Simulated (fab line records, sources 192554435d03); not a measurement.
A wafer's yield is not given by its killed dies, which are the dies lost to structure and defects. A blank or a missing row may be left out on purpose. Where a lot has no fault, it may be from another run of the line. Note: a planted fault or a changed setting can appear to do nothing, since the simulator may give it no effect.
Problem report, 8D (eight disciplines) form, completed by code / flow n5Finfet / the parts of the form that need people (team, actions taken, sign-off) are left out

== 1. PROBLEM STATEMENT ==
At N5_GATE_CUT_HM_OPEN_40, etchRfOnTimeS averages 154.5 s over 3 wafers from 2 lots, while fault-free wafers read 93.6 s, standard deviation 1.5. Measured from the usual mean, that is +41 standard deviations.
The step: chemistry C4F6/O2, target SiO2, target depth 139 nm, time 85.1 s.
The first sign was on wafer L973.4 at day 9 17:25, on rieDiel-02. At this step, 27 wafers from 9 lots have a number in the record. The rule behind "out" and "out of limits": a value lying over 4 standard deviations away from the usual mean. The other wafers with a number count as sound.

== 2. WHAT IT IS AND WHAT IT IS NOT ==
question=which readings at this step | is=etchRfOnTimeS | is not=drypumpMotorCurrentA, rfVppV, showerheadPlenumPTorr, throttleValvePct
question=which lots | is=L973, L974 | is not=L954, L959, L961, L962, L963, L965, L975
question=which wafers of those lots | is=L973.4, L973.5, L974.6 | is not=L973.2, L974.1, L974.3
question=read on which tools | is=rieDiel-02 | is not=rieDiel-01, rieDiel-03
question=when | is=from day 9 17:25 | is not=up to then (19 sound wafers); but 5 sound wafers of L974, L975 came after

== 3. SUSPECTS, AND WHAT RULES EACH OUT ==
Counting: any tool at a process step up to the reading remains a suspect provided it ran every lot that is out. Sound lots after the first of them don't rule it out here, since some wafers of a struck lot are sound.
- cmp-01 at N5_GATE_CUT_CMP_02 (polishes, stops on SiO2, t overpolish 12.7 s, target thk 0 nm): kept. Ran every lot that is out, first one L973 (day 9 16:19); last sound lot up to then L961 (day 6 17:35).
- rieDiel-02 at N5_GATE_CUT_DESCUM_18 (chemistry O2, time 7 s): kept. Ran every lot that is out, first one L973 (day 9 17:15); last sound lot up to then L962 (day 7 01:35).
- rieDiel-02 at N5_GATE_CUT_HM_OPEN_40 (chemistry C4F6/O2, target SiO2, target depth 139 nm, time 85.1 s): kept. Ran every lot that is out, first one L973 (day 9 17:25); last sound lot up to then L962 (day 7 01:45). On those wafers its own readings are out: etchRfOnTimeS.
Left after counting: cmp-01 at N5_GATE_CUT_CMP_02, rieDiel-02 at N5_GATE_CUT_DESCUM_18, rieDiel-02 at N5_GATE_CUT_HM_OPEN_40.

== 4. THE CAUSE (what the simulator had put in) ==
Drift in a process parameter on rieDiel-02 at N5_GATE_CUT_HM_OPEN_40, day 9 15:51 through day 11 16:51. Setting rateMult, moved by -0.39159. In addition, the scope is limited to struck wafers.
Counting left 3 suspects, and this tool is among them.

== 5. SEQUENCE OF EFFECTS, ordered by route ==
One row per reading whose mean, taken over the struck wafers that have a number, lies over 3 standard deviations from the usual. Scope: only readings with a usual standard deviation given in the record; hours: median across lots of the time from each lot's start at the first step in this table that gives one to its start at this step; sigmas: change in usual standard deviations.
hours=0; step=N5_GATE_CUT_HM_OPEN_40; reading=etchRfOnTimeS; usual=93.6 s; on struck wafers=154.5; change=+60.9; sigmas=+41
Process steps it contains:
- N5_GATE_CUT_HM_OPEN_40: chemistry C4F6/O2, target SiO2, target depth 139 nm, time 85.1 s.
At these later measuring or inspecting steps, every struck wafer for which the step has a row has a number for every such reading, and none has moved that far: N5_BEOL_M4_RC_MEAS_101.

== 6. HOW IT WOULD HAVE BEEN CAUGHT EARLIER ==
The fault began at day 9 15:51; the first out-of-limits reading in this record came at day 9 17:25, 2 hours later.
